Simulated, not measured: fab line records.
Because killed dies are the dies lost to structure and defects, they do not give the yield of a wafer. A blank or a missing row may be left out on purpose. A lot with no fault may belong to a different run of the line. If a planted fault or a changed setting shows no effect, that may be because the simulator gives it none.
fab line records	flow n5-finfet
[record] lots = 10	wafers = 30	last-day = 16
route steps=1938 shown SPACER0@258 SD_EPI_N@287 BEOL_M4@1111 PASSIVATION@1936
lots that met no fault: taken from a fault-free run of the same line
start-h: hours from the record's first day to the start of the lot's first wafer shown	wait-h: hours since the lot's step before	" as in the row above	L1.1+2: a row that stands for several wafers	- no value, or no start given	* or withheld: withheld	< > ~ a bound
route shown NAME@n: a module of which the file shows steps, and the number in the route of the first	usual: mean/standard deviation taken from wafers without a fault	same: alike in all rows	chamber/n: place in a boat	sites: readings site by site	_std_site: their standard deviation	_edge_site: mean of outer sites minus mean of inner sites	radius-mm: how far each site lies from the wafer's centre	mask NAME#n: copy n	behind: tool/chamber where the wafer was last shaped	hold: why the lot was held/for how many hours/how that ended	device: which transistor (n, p or np) failed to switch	end of line: the tests these same wafers got at the end of their route	step lacking rows: just its recipe	killed: not the wafer's yield, but the dies lost to structure and defects at the first sort	map: a wafer's dies, x killed, . not, _ none there
set.NAME: setting as actually run; set.NAME@STEP: the setting as run at that earlier step	model.NAME: the simulator's own value behind a step, which no gauge read
route steps across a sampled set of lots; one table per step, one row per wafer
services: a tool's chamber out of use, with start hour (start-h, from the record's first day; less than 0 if before it), hours out, and reason
[[steps]]
[step N5_SPACER0_ALD_07]
[recipe] material = SiNx	target-thk-a = 20	temp-c = 400	ald-precursor-family = SiH2I2	ald-co-reactant = N2/H2-plasma	pressure-torr = 2
[usual] heater-power-w = 832/93	susceptor-temp-C = 399.98/0.23
lot.wafer	tool	chamber	start-h	wait-h	heater-power-w	susceptor-temp-C
L574.2	ald-sin-03	0	49.28	0.0	841	400.03
L574.3	"	3	"	"	981	399.86
L574.4	"	2	"	"	812	400.08
L576.1	ald-sin-03	3	58.75	0.0	983	399.96
L576.2	"	2	"	"	821	399.87
L576.4	"	1	"	"	798	400.41
L577.1	ald-sin-01	1	66.80	0.0	779	400.51
L577.4	"	2	"	"	783	399.97
L577.6	"	1	"	"	764	400.21
L578.3	ald-sin-01	3	71.44	0.0	793	400.00
L578.5	"	1	"	"	776	399.89
L578.6	"	2	"	"	812	399.73
L579.1	ald-sin-01	3	79.15	0.6	796	400.10
L579.2	"	0	"	"	691	399.86
L579.6	"	2	"	"	817	399.97
L583.1	ald-sin-01	3	104.79	0.0	806	399.92
L583.2	"	0	"	"	686	400.29
L583.6	"	2	"	"	844	399.62
L584.3	ald-sin-01	2	112.34	0.0	852	400.08
L584.5	"	1	"	"	767	400.22
L584.6	"	2	"	"	816	400.03
L587.1	ald-sin-03	0	133.01	0.1	788	399.88
L587.3	"	1	"	"	814	399.87
L587.4	"	2	"	"	811	400.56
L590.3	ald-sin-03	0	142.85	0.0	834	400.02
L590.4	"	1	"	"	816	400.07
L590.6	"	2	"	"	846	400.25
L592.2	ald-sin-03	3	154.63	0.0	986	400.22
L592.3	"	2	"	"	804	399.84
L592.4	"	0	"	"	835	400.19
[step N5_SPACER0_ALD_08]
[recipe] material = SiNx	target-thk-a = 20	temp-c = 400	ald-precursor-family = SiH2I2	ald-co-reactant = N2/H2-plasma	pressure-torr = 2
[usual] heater-power-w = 830/93	susceptor-temp-C = 399.99/0.22
lot.wafer	tool	chamber	start-h	wait-h	heater-power-w	susceptor-temp-C
L574.2	ald-sin-03	0	49.69	0.1	806	399.93
L574.3	"	3	"	"	967	400.07
L574.4	"	2	"	"	815	399.80
L576.1	ald-sin-03	3	59.16	0.1	980	399.69
L576.2	"	2	"	"	822	399.76
L576.4	"	1	"	"	811	399.76
L577.1	ald-sin-01	1	67.21	0.1	780	400.15
L577.4	"	2	"	"	801	399.98
L577.6	"	1	"	"	772	400.21
L578.3	ald-sin-01	3	71.85	0.1	798	399.88
L578.5	"	1	"	"	764	400.33
L578.6	"	2	"	"	800	399.82
L579.1	ald-sin-01	3	79.56	0.1	808	399.96
L579.2	"	0	"	"	689	399.99
L579.6	"	2	"	"	831	400.26
L583.1	ald-sin-01	3	105.20	0.1	780	399.78
L583.2	"	0	"	"	706	400.04
L583.6	"	2	"	"	818	400.17
L584.3	ald-sin-01	2	112.75	0.1	790	399.89
L584.5	"	1	"	"	782	399.57
L584.6	"	2	"	"	825	400.33
L587.1	ald-sin-03	0	133.42	0.1	810	400.15
L587.3	"	1	"	"	813	400.29
L587.4	"	2	"	"	825	399.78
L590.3	ald-sin-03	0	143.26	0.1	802	400.13
L590.4	"	1	"	"	814	399.96
L590.6	"	2	"	"	814	400.02
L592.2	ald-sin-03	3	155.04	0.1	962	399.82
L592.3	"	2	"	"	805	400.33
L592.4	"	0	"	"	826	399.92
[step N5_SD_EPI_N_VAPOR_ETCH_50]
[recipe] chemistry = HCl	target = Si	temp-c = 775	time-s = 54	pressure-torr = 20	mode = isotropic
[usual] lamp-inner-pct = 20.0/1.3	susceptor-temp-C = 775.0/0.34	throttle-valve-pct = 11.42/0.17
lot.wafer	tool	chamber	start-h	wait-h	lamp-inner-pct	susceptor-temp-C	throttle-valve-pct
L574.2	epi-rpcvd-01	0	51.77	0.3	18.6	774.8	11.42
L574.3	"	0	"	"	18.5	775.2	11.63
L574.4	"	0	"	"	18.4	775.1	11.72
L576.1	epi-rpcvd-04	0	61.58	0.3	20.5	774.8	11.38
L576.2	"	0	"	"	20.0	775.0	11.21
L576.4	"	0	"	"	20.2	774.9	11.44
L577.1	epi-rpcvd-01	0	69.64	0.3	18.3	774.5	11.71
L577.4	"	0	"	"	18.6	775.6	11.18
L577.6	"	0	"	"	18.5	775.3	11.71
L578.3	epi-rpcvd-04	0	74.05	0.2	20.4	775.0	11.37
L578.5	"	0	"	"	20.1	774.8	11.32
L578.6	"	0	"	"	20.2	775.0	11.67
L579.1	epi-rpcvd-04	0	81.95	0.4	20.2	775.1	11.17
L579.2	"	0	"	"	20.1	774.8	11.22
L579.6	"	0	"	"	20.3	775.4	11.69
L583.1	epi-rpcvd-04	0	107.34	0.3	20.7	781.3	11.47
L583.2	"	0	"	"	20.6	781.5	11.39
L583.6	"	0	"	"	20.6	781.1	11.59
L584.3	epi-rpcvd-01	0	114.97	0.2	18.6	774.6	11.24
L584.5	"	0	"	"	18.4	774.9	11.66
L584.6	"	0	"	"	18.6	774.6	11.29
L587.1	epi-rpcvd-04	0	135.58	0.3	20.7	781.0	11.49
L587.3	"	0	"	"	20.6	780.8	11.44
L587.4	"	0	"	"	20.5	780.9	11.39
L590.3	epi-rpcvd-01	0	145.37	0.2	18.5	775.1	11.43
L590.4	"	0	"	"	18.4	774.7	11.34
L590.6	"	0	"	"	18.3	775.0	11.23
L592.2	epi-rpcvd-02	0	157.13	0.3	21.9	775.4	11.46
L592.3	"	0	"	"	22.4	775.1	11.48
L592.4	"	0	"	"	22.1	774.9	11.22
[step N5_SD_EPI_N_INSPECT_26]
[recipe] inspect-instrument = darkfield	mode = post-epi
[usual] raw-defect-count = 205/43
lot.wafer	tool	chamber	start-h	wait-h	raw-defect-count
L574.2	defect-inspect-02	-	54.25	0.1	261
L574.3	"	-	"	"	266
L574.4	"	-	"	"	277
L576.1	defect-inspect-02	-	64.23	0.1	187
L576.2	"	-	"	"	142
L576.4	"	-	"	"	219
L577.1	defect-inspect-02	-	72.09	0.1	181
L577.4	"	-	"	"	230
L577.6	"	-	"	"	245
L578.3	defect-inspect-02	-	76.46	0.2	192
L578.5	"	-	"	"	207
L578.6	"	-	"	"	214
L579.1	defect-inspect-01	-	84.40	0.1	188
L579.2	"	-	"	"	184
L579.6	"	-	"	"	167
L583.1	defect-inspect-02	-	109.82	0.1	209
L583.2	"	-	"	"	245
L583.6	"	-	"	"	252
L584.3	defect-inspect-01	-	117.38	0.1	256
L584.5	"	-	"	"	266
L584.6	"	-	"	"	261
L587.1	defect-inspect-01	-	138.71	0.1	171
L587.3	"	-	"	"	243
L587.4	"	-	"	"	215
L590.3	defect-inspect-02	-	147.76	0.1	154
L590.4	"	-	"	"	151
L590.6	"	-	"	"	129
L592.2	defect-inspect-02	-	159.55	0.1	157
L592.3	"	-	"	"	128
L592.4	"	-	"	"	167
[step N5_BEOL_M4_RC_MEAS_101]
[usual] DIBL_N = 35.8/1.8	DIBL_P = 35.9/2.2	IOFF_N = 0.16/0.035	IOFF_P = 0.21/0.04	ION_N = 672/11	ION_P = 461/7.4	REXT_N = 75.3/1.9	SS_N = 71.4/0.64	SS_P = 73.2/0.67	VT_N = 250/3.5	VT_P = -251/3.4
lot.wafer	tool	chamber	start-h	wait-h	DIBL_N[mV/V]	DIBL_P[mV/V]	IOFF_N[nA/um]	IOFF_P[nA/um]	ION_N[uA/um]	ION_P[uA/um]	REXT_N[ohm.um]	SS_N[mV/dec]	SS_P[mV/dec]	VT_N[mV]	VT_P[mV]
L574.2	prober-02	0	163.66	0.2	35.0	34.4	0.15	0.16	664	450	77.0	71.5	73.0	250	-254
L574.3	"	0	"	"	35.8	36.3	0.17	0.19	691	467	75.8	72.1	73.8	248	-252
L574.4	"	0	"	"	35.0	35.2	0.15	0.17	671	459	75.3	72.0	72.7	248	-252
L576.1	prober-02	0	165.77	0.2	34.2	32.9	0.12	0.17	664	451	76.6	71.0	72.0	254	-254
L576.2	"	0	"	"	33.8	34.0	0.12	0.18	671	462	77.9	71.3	71.9	257	-255
L576.4	"	0	"	"	34.3	33.8	0.13	0.18	673	452	77.8	70.8	73.0	253	-252
L577.1	prober-02	0	183.44	0.0	36.6	36.8	0.18	0.25	683	471	74.4	72.0	73.6	245	-246
L577.4	"	0	"	"	32.9	32.4	0.12	0.18	659	458	73.7	70.8	72.4	255	-251
L577.6	"	0	"	"	34.7	33.6	0.14	0.18	665	454	74.4	71.4	72.8	249	-250
L578.3	prober-02	0	188.64	0.3	37.6	39.3	0.21	0.27	679	467	75.1	72.1	73.9	247	-246
L578.5	"	0	"	"	34.5	35.6	0.15	0.21	670	459	74.8	71.0	72.9	250	-247
L578.6	"	0	"	"	35.5	37.1	0.17	0.24	676	473	76.3	71.4	73.0	251	-248
L579.1	prober-01	0	200.51	0.0	35.9	37.2	0.16	0.21	671	464	77.8	72.0	73.4	250	-250
L579.2	"	0	"	"	35.0	35.8	0.14	0.20	669	459	79.6	71.6	72.8	252	-254
L579.6	"	0	"	"	36.8	37.1	0.17	0.21	675	464	78.4	71.9	73.3	250	-249
L583.1	prober-01	0	218.52	0.0	41.3	38.2	0.29	0.24	705	460	69.8	73.4	74.0	243	-248
L583.2	"	0	"	"	38.4	34.9	0.19	0.19	690	458	70.6	72.3	72.9	247	-252
L583.6	"	0	"	"	42.4	38.6	0.30	0.25	705	465	69.9	73.4	73.3	242	-247
L584.3	prober-01	0	222.42	0.3	38.0	37.8	0.20	0.24	686	463	76.8	71.9	74.3	244	-250
L584.5	"	0	"	"	38.2	37.2	0.20	0.23	677	461	76.3	72.3	73.8	248	-251
L584.6	"	0	"	"	36.5	35.5	0.17	0.20	687	469	74.6	71.7	74.4	249	-252
L587.1	prober-02	0	256.39	0.0	39.1	34.5	0.20	0.18	690	459	69.0	71.6	72.1	247	-250
L587.3	"	0	"	"	40.7	37.3	0.22	0.22	707	467	69.9	72.1	72.6	245	-250
L587.4	"	0	"	"	40.9	38.5	0.25	0.25	705	465	69.8	71.9	73.1	241	-249
L590.3	prober-02	0	265.80	0.3	31.7	31.2	0.09	0.13	654	456	76.4	70.2	71.9	258	-256
L590.4	"	0	"	"	34.5	35.6	0.13	0.19	667	461	75.9	70.7	73.1	251	-251
L590.6	"	0	"	"	33.8	34.5	0.12	0.18	667	469	76.9	70.6	72.2	251	-251
L592.2	prober-01	0	280.65	0.2	37.3	36.3	0.18	0.21	672	458	74.1	72.0	73.2	248	-251
L592.3	"	0	"	"	37.0	35.8	0.16	0.20	682	464	74.5	70.6	73.4	249	-251
L592.4	"	0	"	"	32.9	31.6	0.11	0.15	661	456	75.3	70.9	72.5	252	-256
[step N5_PASSIVATION_PROBE_49]
[usual] defect-limited-yield = 91.0/1.5	killed_at_M0_to_M3 = 34/9.1	killed_at_M4_up = 14/5.7	killed-at-contacts = 13/5.7	killed-at-front-end = 42/12	killed-at-other = 4/3.4	killed-dies = 106/17	killed-open = 70/13	killed-short = 34/7.5	sort_bin_4_leakage = 0.00/0.014	sort_bin_5_function = 5.2/0.94	sort_bin_6_memory = 3.4/0.69	sort_bin_8_speed = 0.00/0.029	sort-n-pass = 1074/17	sort-yield-pct = 91.0/1.5
[same] gross-dies = 1180	killed-at-back-side = 0
lot.wafer	tool	chamber	start-h	wait-h	defect-limited-yield[%]	killed_at_M0_to_M3	killed_at_M4_up	killed-at-contacts	killed-at-front-end	killed-at-other	killed-dies	killed-open	killed-short	sort_bin_4_leakage[%]	sort_bin_5_function[%]	sort_bin_6_memory[%]	sort_bin_8_speed[%]	sort-n-pass	sort-yield-pct[%]
L576.1	prober-02	-	270.10	0.0	89.5	34	18	19	52	1	124	85	39	0	6.1	4.2	0	1056	89.5
L576.2	prober-02	-	270.15	0.1	92.3	34	13	2	40	2	91	54	35	0	4.7	2.5	0	1089	92.3
L576.4	prober-02	-	270.25	0.2	89.2	50	14	15	46	2	127	86	41	0	5.3	4.9	0	1053	89.2
L574.2	prober-01	-	270.90	0.1	91.4	46	14	10	31	1	102	71	28	0	4.6	3.6	0.08	1077	91.3
L574.3	prober-01	-	270.95	0.1	93.7	29	12	7	26	0	74	44	21	0	3.5	2.3	0	1106	93.7
L574.4	prober-01	-	271.00	0.2	92.0	39	14	10	27	4	94	60	27	0	5.0	2.6	0	1086	92.0
L577.1	prober-01	-	294.10	0.0	91.7	32	25	7	31	3	98	74	22	0	4.9	3.2	0	1082	91.7
L577.4	prober-01	-	294.25	0.2	90.6	28	15	18	42	8	111	71	36	0	5.3	3.6	0	1069	90.6
L577.6	prober-01	-	294.35	0.3	91.9	33	5	12	42	4	96	64	32	0	4.8	3.1	0	1084	91.9
L578.3	prober-02	-	295.06	0.1	90.8	46	11	4	48	0	109	68	36	0	5.1	3.5	0	1071	90.8
L578.5	prober-02	-	295.16	0.2	91.6	33	11	7	42	6	99	58	39	0	5.3	2.6	0	1081	91.6
L578.6	prober-02	-	295.21	0.3	92.2	43	9	7	28	5	92	67	24	0	5.3	2.1	0	1088	92.2
L579.1	prober-01	-	299.50	0.0	91.4	43	13	14	27	4	101	65	32	0	4.7	3.1	0	1079	91.4
L579.2	prober-01	-	299.55	0.1	90.8	41	9	15	37	6	108	68	39	0	6.0	2.8	0	1072	90.8
L579.6	prober-01	-	299.75	0.3	91.3	40	12	14	35	2	103	62	40	0	4.7	3.8	0	1077	91.3
L583.1	prober-02	-	325.77	0.0	87.9	61	8	12	59	3	143	98	45	0	7.1	4.4	0	1037	87.9
L583.2	prober-02	-	325.82	0.1	89.2	50	9	8	60	0	127	88	39	0	6.2	4.3	0	1053	89.2
L583.6	prober-02	-	326.02	0.3	89.3	52	7	5	60	2	126	89	34	0.17	6.4	3.5	0	1052	89.2
L584.3	prober-02	-	333.64	0.1	91.9	19	24	11	22	19	95	59	36	0	5.0	3.0	0	1085	91.9
L584.5	prober-02	-	333.74	0.2	90.0	21	32	15	42	8	118	76	38	0	5.3	3.6	0	1062	90.0
L584.6	prober-02	-	333.79	0.3	89.7	28	23	14	50	7	122	72	49	0	5.6	4.5	0	1058	89.7
L587.1	prober-02	-	356.70	0.0	91.9	26	12	10	45	3	96	65	28	0	4.5	3.2	0	1084	91.9
L587.3	prober-02	-	356.80	0.1	90.8	27	7	13	59	2	108	72	34	0	5.7	3.1	0	1072	90.8
L587.4	prober-02	-	356.85	0.2	91.4	21	13	13	50	4	101	74	24	0	5.4	2.9	0	1079	91.4
L590.3	prober-01	-	358.59	0.1	92.0	26	11	13	34	10	94	50	44	0	4.7	3.0	0	1086	92.0
L590.4	prober-01	-	358.64	0.2	93.1	29	18	4	28	2	81	61	20	0	3.6	3.1	0	1099	93.1
L590.6	prober-01	-	358.74	0.3	89.4	50	17	17	20	21	125	83	41	0	5.8	4.3	0	1055	89.4
L592.2	prober-01	-	380.92	0.1	92.2	20	17	19	35	1	92	66	26	0	4.2	3.3	0	1088	92.2
L592.3	prober-01	-	380.97	0.1	89.9	36	11	14	48	10	119	79	39	0	6.1	3.9	0	1061	89.9
L592.4	prober-01	-	381.02	0.2	91.3	35	12	13	42	1	103	72	31	0	5.5	3.1	0	1077	91.3
// killed by level:class
L576.1 BEOL_M4:geometric-particle:open=15 MOL_CONTACT_COAG:geometric-particle:open=15 STI_FIN_REVEAL:geometric-particle:open=11 FIN_SAQP:geometric-particle:short=10 FIN_SAQP:geometric-particle:open=9 BEOL_M0_SAQP:geometric-particle:open=7 BEOL_M2:geometric-particle:open=7 STARTING-WAFER:geometric-particle:short=5
L576.2 GATE_CUT:geometric-particle:short=9 STI_FIN_REVEAL:geometric-particle:open=8 FIN_SAQP:geometric-particle:open=7 FIN_SAQP:geometric-particle:short=7 BEOL_M0_SAQP:geometric-particle:short=7 BEOL_M0_SAQP:geometric-particle:open=7 BEOL_M1:geometric-particle:open=7 BEOL_M2:geometric-particle:open=5
L576.4 MOL_CONTACT_COAG:geometric-particle:open=12 BEOL_M1:geometric-particle:open=12 STI_FIN_REVEAL:geometric-particle:open=11 BEOL_M0_SAQP:geometric-particle:short=9 BEOL_M0_SAQP:geometric-particle:open=9 BEOL_M3:geometric-particle:open=8 BEOL_M4:geometric-particle:open=6 FIN_SAQP:geometric-particle:open=5
L574.2 BEOL_M3:geometric-particle:open=12 MOL_CONTACT_COAG:geometric-particle:open=9 BEOL_M0_SAQP:geometric-particle:open=9 DUMMY_GATE:geometric-particle:open=8 STI_FIN_REVEAL:geometric-particle:open=7 BEOL_M0_SAQP:geometric-particle:short=7 BEOL_M2:geometric-particle:open=7 BEOL_M4:geometric-particle:open=7
L574.3 BEOL_M2:geometric-particle:open=7 GATE_CUT:geometric-particle:short=6 MOL_CONTACT_COAG:geometric-particle:open=5 BEOL_M0_SAQP:geometric-particle:short=5 BEOL_M0_SAQP:geometric-particle:open=5 BEOL_M4:geometric-particle:open=5 BEOL_M1:geometric-particle:open=4 BEOL_M3:geometric-particle:open=4
L574.4 BEOL_M2:geometric-particle:open=12 BEOL_M0_SAQP:geometric-particle:short=8 MOL_CONTACT_COAG:geometric-particle:open=7 BEOL_M1:geometric-particle:open=6 BEOL_M4:geometric-particle:open=6 BEOL_M0_SAQP:geometric-particle:open=5 STI_FIN_REVEAL:geometric-particle:open=4 DUMMY_GATE:geometric-particle:open=4
L577.1 STI_FIN_REVEAL:geometric-particle:open=11 BEOL_M4:geometric-particle:open=9 FIN_SAQP:geometric-particle:open=6 BEOL_M3:geometric-particle:open=6 BEOL_M5:geometric-particle:open=6 BEOL_M0_SAQP:geometric-particle:short=5 MOL_CONTACT_COAG:geometric-particle:open=5 BEOL_M1:geometric-particle:open=5
L577.4 MOL_CONTACT_COAG:geometric-particle:open=15 FIN_SAQP:geometric-particle:short=10 FIN_SAQP:geometric-particle:open=10 BEOL_M1:geometric-particle:open=9 STI_FIN_REVEAL:geometric-particle:open=8 BEOL_M0_SAQP:geometric-particle:short=4 BEOL_M0:geometric-particle:open=4 BEOL_M3:geometric-particle:open=4
L577.6 BEOL_M3:geometric-particle:open=13 FIN_SAQP:geometric-particle:open=10 MOL_CONTACT_COAG:geometric-particle:open=10 FIN_SAQP:geometric-particle:short=8 DUMMY_GATE:geometric-particle:open=7 BEOL_M0_SAQP:geometric-particle:short=7 STI_FIN_REVEAL:geometric-particle:open=5 STI_FIN_REVEAL:geometric-particle:short=4
L578.3 BEOL_M0_SAQP:geometric-particle:short=11 BEOL_M0_SAQP:geometric-particle:open=11 FIN_SAQP:geometric-particle:short=7 GATE_CUT:geometric-particle:open=7 BEOL_M1:geometric-particle:open=7 BEOL_M1:geometric-particle:short=6 BEOL_M3:geometric-particle:open=6 STI_FIN_REVEAL:geometric-particle:open=5
L578.5 BEOL_M0_SAQP:geometric-particle:short=9 BEOL_M0_SAQP:geometric-particle:open=9 FIN_SAQP:geometric-particle:open=6 GATE_CUT:geometric-particle:short=6 STI_FIN_REVEAL:geometric-particle:open=5 DUMMY_GATE:geometric-particle:open=5 STARTING-WAFER:geometric-particle:open=5 BEOL_M3:geometric-particle:open=5
L578.6 BEOL_M0_SAQP:geometric-particle:open=14 BEOL_M3:geometric-particle:open=11 BEOL_M1:geometric-particle:open=7 DUMMY_GATE:geometric-particle:open=6 FIN_SAQP:geometric-particle:open=5 STI_FIN_REVEAL:geometric-particle:open=5 BEOL_M0_SAQP:geometric-particle:short=5 GATE_CUT:geometric-particle:open=4
L579.1 BEOL_M3:geometric-particle:open=13 MOL_CONTACT_COAG:geometric-particle:open=10 STI_FIN_REVEAL:geometric-particle:open=7 BEOL_M0_SAQP:geometric-particle:open=7 BEOL_M2:geometric-particle:open=6 GATE_CUT:geometric-particle:short=5 BEOL_M1:geometric-particle:open=5 MOL_CONTACT_COAG:geometric-particle:short=4
L579.2 MOL_CONTACT_COAG:geometric-particle:open=13 BEOL_M0_SAQP:geometric-particle:open=10 FIN_SAQP:geometric-particle:short=7 BEOL_M0_SAQP:geometric-particle:short=7 BEOL_M1:geometric-particle:open=6 BEOL_M2:geometric-particle:open=6 STARTING-WAFER:geometric-particle:open=5 STARTING-WAFER:geometric-particle:short=5
L579.6 MOL_CONTACT_COAG:geometric-particle:open=12 BEOL_M3:geometric-particle:open=8 BEOL_M0_SAQP:geometric-particle:short=7 BEOL_M0_SAQP:geometric-particle:open=7 FIN_SAQP:geometric-particle:short=6 BEOL_M2:geometric-particle:open=6 FIN_SAQP:geometric-particle:open=5 STARTING-WAFER:geometric-particle:short=5
L583.1 BEOL_M3:geometric-particle:open=23 BEOL_M2:geometric-particle:open=18 FIN_SAQP:geometric-particle:open=14 MOL_CONTACT_COAG:geometric-particle:open=10 FIN_SAQP:geometric-particle:short=9 STI_FIN_REVEAL:geometric-particle:open=8 BEOL_M3:geometric-particle:short=7 ILD0:geometric-particle:open=6
L583.2 STI_FIN_REVEAL:geometric-particle:open=21 BEOL_M3:geometric-particle:open=17 BEOL_M2:geometric-particle:open=9 STI_FIN_REVEAL:geometric-particle:short=8 BEOL_M0_SAQP:geometric-particle:short=8 MOL_CONTACT_COAG:geometric-particle:open=7 FIN_SAQP:geometric-particle:open=6 FIN_SAQP:geometric-particle:short=5
L583.6 BEOL_M3:geometric-particle:open=21 STI_FIN_REVEAL:geometric-particle:open=16 FIN_SAQP:geometric-particle:open=15 BEOL_M0_SAQP:geometric-particle:open=14 FIN_SAQP:geometric-particle:short=9 BEOL_M0_SAQP:geometric-particle:short=8 BEOL_M4:geometric-particle:open=6 DUMMY_GATE:geometric-particle:open=5
L584.3 MOL_CONTACT_COAG:geometric-particle:open=11 BEOL_M4:geometric-particle:open=10 GATE_CUT:geometric-particle:short=8 BEOL_M0_SAQP:geometric-particle:open=6 BEOL_M3:geometric-particle:open=6 BEOL_M4:geometric-particle:short=6 MIM_TOP_ETCH:geometric-particle:open=5 PASS1_CAP:geometric-particle:open=4
L584.5 BEOL_M4:geometric-particle:open=19 MOL_CONTACT_COAG:geometric-particle:open=10 STI_FIN_REVEAL:geometric-particle:open=8 BEOL_M0_SAQP:geometric-particle:open=8 FIN_SAQP:geometric-particle:short=6 BEOL_M0_SAQP:geometric-particle:short=6 GATE_CUT:geometric-particle:short=5 BEOL_M4:geometric-particle:short=5
L584.6 BEOL_M4:geometric-particle:open=15 BEOL_M3:geometric-particle:open=12 FIN_SAQP:geometric-particle:short=11 MOL_CONTACT_COAG:geometric-particle:open=11 STI_FIN_REVEAL:geometric-particle:open=10 FIN_SAQP:geometric-particle:open=8 BEOL_M0_SAQP:geometric-particle:short=7 GATE_CUT:geometric-particle:short=5
L587.1 FIN_SAQP:geometric-particle:open=12 BEOL_M3:geometric-particle:open=7 FIN_SAQP:geometric-particle:short=6 MOL_CONTACT_COAG:geometric-particle:open=6 STI_FIN_REVEAL:geometric-particle:open=5 BEOL_M0_SAQP:geometric-particle:open=5 BEOL_M1:geometric-particle:open=5 DUMMY_GATE:geometric-particle:open=4
L587.3 FIN_SAQP:geometric-particle:open=19 FIN_SAQP:geometric-particle:short=11 STI_FIN_REVEAL:geometric-particle:open=10 MOL_CONTACT_COAG:geometric-particle:open=9 BEOL_M3:geometric-particle:open=8 BEOL_M0_SAQP:geometric-particle:short=5 DUMMY_GATE:geometric-particle:open=4 GATE_CUT:geometric-particle:open=4
L587.4 FIN_SAQP:geometric-particle:open=17 MOL_CONTACT_COAG:geometric-particle:open=12 GATE_CUT:geometric-particle:open=6 BEOL_M0_SAQP:geometric-particle:short=5 BEOL_M3:geometric-particle:open=5 FIN_SAQP:geometric-particle:short=4 STI_FIN_REVEAL:geometric-particle:open=4 DUMMY_GATE:geometric-particle:open=4
L590.3 MOL_CONTACT_COAG:geometric-particle:open=11 FIN_SAQP:geometric-particle:short=9 FIN_SAQP:geometric-particle:open=7 BEOL_M0_SAQP:geometric-particle:short=6 BEOL_M3:geometric-particle:open=6 BEOL_M3:geometric-particle:short=6 PASS1_CAP:geometric-particle:short=5 STI_FIN_REVEAL:geometric-particle:open=3
L590.4 FIN_SAQP:geometric-particle:open=11 BEOL_M0_SAQP:geometric-particle:open=9 BEOL_M3:geometric-particle:open=7 BEOL_M4:geometric-particle:open=6 BEOL_M7:geometric-particle:open=6 FIN_SAQP:geometric-particle:short=5 STI_FIN_REVEAL:geometric-particle:open=5 BEOL_M0_SAQP:geometric-particle:short=5
L590.6 BEOL_M3:geometric-particle:open=14 MOL_CONTACT_COAG:geometric-particle:open=12 BEOL_M0_SAQP:geometric-particle:open=9 BEOL_M1:geometric-particle:open=8 BEOL_M3:geometric-particle:short=7 MOL_CONTACT_COAG:geometric-particle:short=5 BEOL_M4:geometric-particle:open=5 BEOL_M7:geometric-particle:open=5
L592.2 MOL_CONTACT_COAG:geometric-particle:open=14 BEOL_M7:geometric-particle:open=7 FIN_SAQP:geometric-particle:open=6 BEOL_M1:geometric-particle:open=6 FIN_SAQP:geometric-particle:short=5 STI_FIN_REVEAL:geometric-particle:open=5 MOL_CONTACT_COAG:geometric-particle:short=5 DUMMY_GATE:geometric-particle:open=4
L592.3 FIN_SAQP:geometric-particle:open=12 MOL_CONTACT_COAG:geometric-particle:open=12 BEOL_M1:geometric-particle:open=9 FIN_SAQP:geometric-particle:short=8 BEOL_M1:geometric-particle:short=8 DUMMY_GATE:geometric-particle:open=5 BEOL_M2:geometric-particle:open=5 BEOL_M3:geometric-particle:open=5
L592.4 FIN_SAQP:geometric-particle:open=12 MOL_CONTACT_COAG:geometric-particle:open=10 FIN_SAQP:geometric-particle:short=9 STI_FIN_REVEAL:geometric-particle:open=8 BEOL_M0_SAQP:geometric-particle:short=7 BEOL_M1:geometric-particle:open=7 BEOL_M2:geometric-particle:open=7 BEOL_M3:geometric-particle:open=5
[[services]]
tool	chamber	start-h	hours	kind
epi-rpcvd-04	-	27.26	1.6	repair
ald-sin-01	3	29.07	2.5	repair
ald-sin-03	-	29.18	14.6	pm
epi-rpcvd-01	-	37.48	1.3	repair
epi-rpcvd-02	-	39.03	0.5	repair
ald-sin-01	-	45.26	0.7	repair
ald-sin-01	1	118.26	2.5	repair
epi-rpcvd-04	-	143.50	2.8	pm
[[key]]
[first-sign] step = N5_SD_EPI_N_VAPOR_ETCH_50	reading = susceptor-temp-C	direction = up	sigmas = 18	usual = *	struck = *
[effect] step = N5_BEOL_M4_RC_MEAS_101	reading = REXT_N	direction = down	sigmas = 2.9	usual = 75.3	struck = 69.8
[effect] step = N5_BEOL_M4_RC_MEAS_101	reading = DIBL_N	direction = up	sigmas = 2.6	usual = 35.8	struck = 40.5	wafers-moved = 4
[effect] step = N5_BEOL_M4_RC_MEAS_101	reading = ION_N	direction = up	sigmas = 2.5	usual = 672	struck = 700	wafers-moved = 5
[effect] step = N5_BEOL_M4_RC_MEAS_101	reading = IOFF_N	direction = up	sigmas = 2.5	usual = 0.16	struck = 0.24	wafers-moved = 3
[effect] step = N5_BEOL_M4_RC_MEAS_101	reading = VT_N	direction = down	sigmas = 1.7	usual = 250	struck = 244
[effect] step = N5_BEOL_M4_RC_MEAS_101	reading = SS_N	direction = up	sigmas = 1.6	usual = 71.4	struck = 72.5
met-at N5_SD_EPI_N_VAPOR_ETCH_50
struck-lots L583,L587
not-acting-at N5_SPACER0_ALD_07,N5_SPACER0_ALD_08,N5_SD_EPI_N_INSPECT_26
onset-between 81.95 107.34
[fault] kind = process-parameter-drift	tool = epi-rpcvd-04	chamber = -	onset-h = 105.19	steps = N5_SD_EPI_N_VAPOR_ETCH_50	channel = temp-c	offset = *	shape = step	end-h = 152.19	acts-in = *	stated = *
